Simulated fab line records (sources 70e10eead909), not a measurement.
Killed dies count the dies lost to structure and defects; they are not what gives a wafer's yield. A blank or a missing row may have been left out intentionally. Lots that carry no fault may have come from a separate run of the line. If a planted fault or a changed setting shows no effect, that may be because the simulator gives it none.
Chamber matching | flow nand_harc | NHARC_P_STI_CMP_21 on cmp-04 has 4 sister chambers
The step polishes, t overpolish 20 s, target thk 380.67 nm. 8 wafers are shown with their chamber, then 7 later ones without.

## WAFERS, EACH WITH ITS CHAMBER
wafer  | chamber | motor_current_A (A) | overpolish_run_s (s)
L143.6 | 2       | 11.8                | 20.003
L144.1 | 0       | 12.3                | 19.997
L144.4 | 1       | 11.4                | 19.995
L146.3 | 3       | 13.4                | 19.985
L146.5 | 2       | 12.1                | 19.990
L146.6 | 1       | 11.6                | 19.984
L148.2 | 3       | 13.3                | 20.003
L148.5 | 0       | 12.1                | 19.995

## WAFERS MISSING THEIR CHAMBER
wafer  | motor_current_A (A) | overpolish_run_s (s)
L148.6 | 11.2                | 20.011
L156.3 | 12.2                | 20.004
L156.5 | 13.0                | 20.023
L156.6 | 12.8                | 20.011
L157.2 | 12.8                | 20.008
L157.3 | 12.3                | 20.017
L157.5 | 12.5                | 20.009

## WHICH CHAMBER EACH ONE RAN IN
wafer  | from the rows above          | in truth
L148.6 | 1                            | 1
L156.3 | can't be placed: 0 or 2      | 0
L156.5 | 3                            | 3
L156.6 | can't be placed: 3 or 0 or 2 | 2
L157.2 | can't be placed: 3 or 0 or 2 | 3
L157.3 | can't be placed: 0 or 2      | 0
L157.5 | can't be placed: 0 or 2      | 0
Placed correctly: 2 of 7. Unplaceable from these rows: 5, with the true chamber sitting among the candidates in 5. 0 placed wrongly.
How it was worked out, from the rows above alone: a wafer's distance from a chamber is the root of the sum, over the readings, of the square of ((its reading less the chamber's mean) divided by the reading's scatter). The wafer belongs to the nearest chamber; if the next one is less than 2 further off, it can't be placed. For every chamber, the mean is computed from those of its wafers that are shown. The scatter is the square root of a quotient: the sum, over the shown wafers, of each reading's squared deviation from its chamber's mean, divided by wafers minus chambers.
